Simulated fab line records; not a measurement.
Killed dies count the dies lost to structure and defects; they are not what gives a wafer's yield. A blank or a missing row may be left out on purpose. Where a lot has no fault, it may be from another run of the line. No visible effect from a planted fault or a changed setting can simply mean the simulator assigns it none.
Matching of chambers | flow nandHarc | rieDiel-07 running NHARC_A_SGD_CUT_DESCUM_14: 4 sister chambers
The step chemistry O2, time 3 s. 4 wafers are shown with their chamber, then 7 later ones without.

== WAFERS WITH THEIR CHAMBER ==
wafer  | chamber | oesProductAu (a.u.)
L076.4 | 3       | 0.997
L090.2 | 2       | 0.992
L092.1 | 0       | 1.013
L092.3 | 1       | 1.016

== WAFERS WITH NO CHAMBER GIVEN ==
wafer  | oesProductAu (a.u.)
L092.6 | 0.989
L094.1 | 0.984
L094.5 | 0.990
L094.6 | 0.980
L095.1 | 0.989
L095.2 | 0.979
L095.3 | 1.021

== CHAMBER TAKEN BY EACH ==
wafer  | from the rows above     | in truth
L092.6 | can't be placed: 2 or 3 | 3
L094.1 | can't be placed: 2 or 3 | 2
L094.5 | can't be placed: 2 or 3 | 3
L094.6 | can't be placed: 2 or 3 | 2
L095.1 | can't be placed: 2 or 3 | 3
L095.2 | can't be placed: 2 or 3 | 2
L095.3 | can't be placed: 1 or 0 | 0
Placed correctly: 0 of 7. Unplaceable from these rows: 7, with the true chamber sitting among the candidates in 7. Wrongly placed: 0.
How it was worked out, from the rows above alone: a wafer's distance from a chamber is the root of the sum, over the readings, of the square of ((its reading less the chamber's mean) divided by the reading's scatter). The wafer belongs to the nearest chamber; if the next one is less than 2 further off, it can't be placed. For every chamber, the mean is computed from those of its wafers that are shown. The scatter (one wafer shown for each chamber): square how far every hidden wafer sits from the nearest shown wafer, average those squares and take the square root.
